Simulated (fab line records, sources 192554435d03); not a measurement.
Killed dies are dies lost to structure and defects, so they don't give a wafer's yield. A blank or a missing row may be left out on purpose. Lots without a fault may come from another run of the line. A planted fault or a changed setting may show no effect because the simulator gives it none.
Which tool did it? | flow n5_finfet | 10 lots, 29 wafers sampled, at 5 steps of a route of 1938

WHAT THE GAUGES READ, wafer by wafer
N5_BEOL_M0_SAQP_THK_MEAS_05. Usual: thk_nm 59.8 nm, standard deviation 0.82.
lot  | measured     | on            | thk_nm (nm)    | flag
L476 | day 5 19:58  | film_metro-01 | 59.4 60.6      |
L478 | day 6 01:44  | film_metro-01 | 59.0 59.2 58.4 |
L481 | day 6 17:49  | film_metro-02 | 60.2 60.7 60.9 |
L482 | day 6 21:58  | film_metro-02 | 60.1 59.9 60.4 |
L485 | day 7 17:14  | film_metro-01 | 60.1 60.6 60.5 |
L486 | day 8 02:43  | film_metro-02 | 59.1 58.5 59.7 |
L490 | day 9 00:41  | film_metro-02 | 57.9 60.3 58.4 |
L493 | day 9 16:38  | film_metro-01 | 59.7 59.1 59.7 |
L494 | day 9 20:23  | film_metro-01 | 59.7 60.1 60.6 |
L499 | day 11 07:37 | film_metro-02 | 59.7 59.2 59.1 |

N5_BEOL_M4_RC_MEAS_101. Usual: DIBL_N 36.2 mV/V, standard deviation 2; DIBL_P 36.1 mV/V, standard deviation 2.4; IOFF_N 0.16 nA/um, standard deviation 0.035; IOFF_P 0.22 nA/um, standard deviation 0.041; ION_N 675 uA/um, standard deviation 14; ION_P 465 uA/um, standard deviation 8.6; SS_N 71.5 mV/dec, standard deviation 0.64; SS_P 73.2 mV/dec, standard deviation 0.76; VT_N 250 mV, standard deviation 3.9; VT_P -249 mV, standard deviation 3.4.
lot  | measured     | on        | DIBL_N (mV/V)  | DIBL_P (mV/V)  | IOFF_N (nA/um) | IOFF_P (nA/um) | ION_N (uA/um) | ION_P (uA/um) | SS_N (mV/dec)  | SS_P (mV/dec)  | VT_N (mV)   | VT_P (mV)      | flag
L476 | day 8 07:03  | prober-02 | 38.0 38.1      | 37.1 37.0      | 0.19 0.19      | 0.23 0.22      | 692 686       | 470 465       | 72.1 71.9      | 73.5 73.8      | 247 249     | -248 -252      |
L478 | day 8 09:48  | prober-01 | 36.6 35.3 35.0 | 36.9 34.8 34.3 | 0.16 0.14 0.13 | 0.21 0.18 0.19 | 677 687 670   | 460 471 463   | 71.8 70.9 71.4 | 72.8 72.4 72.1 | 248 249 249 | -249 -251 -249 |
L481 | day 9 17:11  | prober-02 | 38.1 38.1 37.6 | 38.2 38.2 37.4 | 0.18 0.17 0.17 | 0.24 0.24 0.23 | 681 670 672   | 465 457 463   | 72.1 72.8 72.0 | 74.5 73.7 73.8 | 247 251 248 | -249 -247 -251 |
L482 | day 9 14:08  | prober-01 | 34.8 35.7 35.7 | 34.5 36.2 36.0 | 0.13 0.16 0.16 | 0.20 0.22 0.23 | 665 680 675   | 456 470 476   | 71.7 71.5 71.6 | 72.6 73.6 72.8 | 248 248 249 | -251 -246 -249 |
L485 | day 10 09:11 | prober-02 | 38.0 36.3 37.2 | 38.3 37.4 37.9 | 0.20 0.17 0.18 | 0.25 0.24 0.25 | 684 675 673   | 474 469 469   | 70.9 70.7 71.1 | 73.9 74.4 73.4 | 243 247 245 | -247 -249 -247 |
L486 | day 10 10:59 | prober-02 | 36.6 39.9 39.2 | 35.6 38.2 39.2 | 0.15 0.20 0.21 | 0.20 0.24 0.23 | 679 688 693   | 463 464 468   | 71.3 72.2 72.0 | 73.9 74.2 74.3 | 250 248 246 | -251 -248 -249 |
L490 | day 11 22:15 | prober-01 | 38.9 39.1 36.9 | 38.2 38.8 34.9 | 0.21 0.21 0.16 | 0.26 0.28 0.22 | 693 697 672   | 479 473 459   | 72.0 71.6 71.2 | 73.1 74.4 74.1 | 242 247 247 | -246 -244 -249 |
L493 | day 12 08:17 | prober-02 | 34.9 38.7 40.8 | 33.2 37.5 40.7 | 0.13 0.19 0.24 | 0.18 0.24 0.28 | 677 674 703   | 466 463 472   | 70.9 72.2 72.0 | 72.7 74.4 74.0 | 251 248 243 | -251 -247 -247 |
L494 | day 12 08:16 | prober-01 | 37.2 36.1 37.1 | 38.9 38.3 38.6 | 0.16 0.16 0.17 | 0.20 0.20 0.21 | 670 680 685   | 458 470 465   | 71.8 71.5 72.0 | 73.8 73.7 73.9 | 249 249 251 | -255 -251 -250 |
L499 | day 14 02:49 | prober-01 | 36.4 36.0 33.9 | 36.3 36.5 33.8 | 0.15 0.14 0.12 | 0.18 0.18 0.16 | 654 671 669   | 446 454 458   | 71.6 71.5 70.8 | 73.3 73.3 71.7 | 257 254 254 | -255 -254 -256 |

WHICH TOOL RAN EACH LOT (tool, then ch and the chambers of the sampled wafers, then the start)
lot  | N5_BEOL_M0_SAQP_PECVD_00        | N5_BEOL_M0_SAQP_COAT_82           | N5_BEOL_M0_SAQP_ETCH_84
L476 | pecvd-04 ch 0, day 5 16:49      | litho_track-03 ch 0, day 5 20:05  | rie_diel-02 ch 0,3, day 5 20:32
L478 | pecvd-04 ch 0,1,2, day 6 00:50  | litho_track-04 ch 0, day 6 01:51  | rie_diel-05 ch 0,1,2, day 6 02:23
L481 | pecvd-02 ch 0,1, day 6 16:17    | litho_track-03 ch 0, day 6 17:56  | rie_diel-05 ch 2,3, day 6 18:29
L482 | pecvd-04 ch 0,1,2, day 6 21:25  | litho_track-04 ch 0, day 6 22:05  | rie_diel-06 ch 0,1,3, day 6 23:34
L485 | pecvd-04 ch 0,2, day 7 15:55    | litho_track-03 ch 0, day 7 17:22  | rie_diel-05 ch 1,3, day 7 17:46
L486 | pecvd-02 ch 0,1, day 8 01:49    | litho_track-03 ch 0, day 8 02:50  | rie_diel-06 ch 1,2, day 8 03:24
L490 | pecvd-02 ch 0, day 8 22:37      | litho_track-04 ch 0, day 9 00:49  | rie_diel-06 ch 2,3, day 9 01:14
L493 | pecvd-02 ch 0,2, day 9 14:55    | litho_track-01 ch 0, day 9 16:44  | rie_diel-02 ch 2,3, day 9 17:25
L494 | pecvd-02 ch 1,2, day 9 19:33    | litho_track-04 ch 0, day 9 20:30  | rie_diel-02 ch 0,2, day 9 21:02
L499 | pecvd-03 ch 0,1,2, day 11 05:30 | litho_track-03 ch 0, day 11 07:44 | rie_diel-06 ch 0,1,2, day 11 08:08
- N5_BEOL_M0_SAQP_PECVD_00: deposits SiCN from 3MS/NH3, target thk 8 nm, time 14 s.
- N5_BEOL_M0_SAQP_COAT_82: time 60 s, resist thk 30 nm.
- N5_BEOL_M0_SAQP_ETCH_84: etches SOC in N2/H2, target depth 100 nm, overetch 20 nm, time 150 s.

WHAT THE TOOLS THEMSELVES READ (means of the sampled wafers that have a number; where no wafer has one, the mark that the record gives instead)
N5_BEOL_M0_SAQP_PECVD_00. Usual: chamber_pressure_Torr 3.000 Torr, standard deviation 0.0064; showerhead_plenum_p_Torr 3.663 Torr, standard deviation 0.02; throttle_valve_pct 9.0 %, standard deviation 0.56.
lot  | tool     | chamber_pressure_Torr (Torr) | showerhead_plenum_p_Torr (Torr) | throttle_valve_pct (%) | flag
L476 | pecvd-04 | 3.004                        | 3.647                           | 9.9                    |
L478 | pecvd-04 | 2.995                        | 3.664                           | 9.1                    |
L481 | pecvd-02 | 2.997                        | 3.665                           | 9.1                    |
L482 | pecvd-04 | 3.002                        | 3.665                           | 9.2                    |
L485 | pecvd-04 | 3.002                        | 3.650                           | 9.7                    |
L486 | pecvd-02 | 3.003                        | 3.664                           | 9.3                    |
L490 | pecvd-02 | 3.006                        | 3.669                           | 9.6                    |
L493 | pecvd-02 | 3.002                        | 3.651                           | 9.2                    |
L494 | pecvd-02 | 2.994                        | 3.646                           | 8.8                    |
L499 | pecvd-03 | 3.001                        | 3.674                           | 8.5                    |

N5_BEOL_M0_SAQP_COAT_82. Usual: dispense_pressure_kPa 50.8 kPa, standard deviation 2.1; heater_power_total_W 427.5 W, standard deviation 2; plate_temp_C 219.98 C, standard deviation 0.15; resist_line_temp_C 23.00 C, standard deviation 0.097; run_length_s 65.97 s, standard deviation 0.18.
lot  | tool           | dispense_pressure_kPa (kPa) | heater_power_total_W (W) | plate_temp_C (C) | resist_line_temp_C (C) | run_length_s (s) | flag
L476 | litho_track-03 | 47.5                        | 427.0                    | 219.96           | 23.05                  | 66.10            |
L478 | litho_track-04 | 52.9                        | 425.6                    | 220.04           | 22.92                  | 65.83            |
L481 | litho_track-03 | 47.5                        | 427.7                    | 219.88           | 23.10                  | 65.97            |
L482 | litho_track-04 | 52.8                        | 427.2                    | 220.08           | 23.05                  | 65.78            |
L485 | litho_track-03 | 47.5                        | 486.6                    | 219.80           | 23.05                  | 57.48            | OFF
L486 | litho_track-03 | 47.5                        | 483.6                    | 219.85           | 22.89                  | 57.52            | OFF
L490 | litho_track-04 | 52.8                        | 426.3                    | 219.89           | 23.00                  | 65.77            |
L493 | litho_track-01 | 51.2                        | 426.6                    | 219.94           | 23.02                  | 66.05            |
L494 | litho_track-04 | 52.9                        | 426.7                    | 219.99           | 22.90                  | 65.81            |
L499 | litho_track-03 | 47.5                        | 428.5                    | 219.88           | 23.00                  | 65.95            |

N5_BEOL_M0_SAQP_ETCH_84. Usual: chamber_pressure_mTorr 29.998 mTorr, standard deviation 0.029; drypump_motor_current_A 5.9 A, standard deviation 0.35; oes_product_au 0.71 a.u., standard deviation 0.068; rf_vpp_V 523 V, standard deviation 3; showerhead_plenum_p_Torr 2.51 Torr, standard deviation 0.11; temp_c 40.00 C, standard deviation 0.11; throttle_valve_pct 17.80 %, standard deviation 0.28.
lot  | tool        | chamber_pressure_mTorr (mTorr) | drypump_motor_current_A (A) | oes_product_au (a.u.) | rf_vpp_V (V) | showerhead_plenum_p_Torr (Torr) | temp_c (C) | throttle_valve_pct (%) | flag
L476 | rie_diel-02 | 29.968                         | 5.8                         | 0.72                  | 524          | 2.50                            | 40.01      | 17.56                  |
L478 | rie_diel-05 | 29.986                         | 5.7                         | 0.71                  | 520          | 2.42                            | 39.93      | 17.73                  |
L481 | rie_diel-05 | 30.000                         | 6.0                         | 0.69                  | 521          | 2.46                            | 39.97      | 17.76                  |
L482 | rie_diel-06 | 29.980                         | 6.2                         | 0.78                  | 524          | 2.50                            | 40.04      | 17.71                  |
L485 | rie_diel-05 | 30.014                         | 5.8                         | 0.67                  | 525          | 2.57                            | 40.01      | 18.20                  |
L486 | rie_diel-06 | 30.002                         | 5.7                         | 0.65                  | 522          | 2.50                            | 39.90      | 18.00                  |
L490 | rie_diel-06 | 30.003                         | 5.9                         | 0.73                  | 525          | 2.61                            | 39.97      | 17.67                  |
L493 | rie_diel-02 | 30.018                         | 6.0                         | 0.74                  | 524          | 2.53                            | 40.00      | 17.70                  |
L494 | rie_diel-02 | 29.994                         | 5.5                         | 0.72                  | 526          | 2.64                            | 40.04      | 17.90                  |
L499 | rie_diel-06 | 29.975                         | 5.9                         | 0.69                  | 524          | 2.54                            | 39.97      | 17.94                  |

THE ANSWER, worked out from the rows above alone
Rule: a lot is off if the mean of its wafers that have a number lies more than 3 standard deviations from the usual mean. A lot without any number at a reading at which 4 lots or more have one is off too. The other lots that the step has rows for count as sound. The gauges are gone through in route order, then the tools' own readings, and for those a lot's mean is taken as printed above. The first step at which some lot is off is used, and at that step the reading that is off furthest; a lot without a number counts as furthest.
Off: L485, L486, at N5_BEOL_M0_SAQP_COAT_82 (run_length_s).
A tool fits if, at that step or a process step before it, it ran every lot that is off, and no sound lot after the first of them. None of those tried fits.

WHAT THE SIMULATOR HAD PUT IN
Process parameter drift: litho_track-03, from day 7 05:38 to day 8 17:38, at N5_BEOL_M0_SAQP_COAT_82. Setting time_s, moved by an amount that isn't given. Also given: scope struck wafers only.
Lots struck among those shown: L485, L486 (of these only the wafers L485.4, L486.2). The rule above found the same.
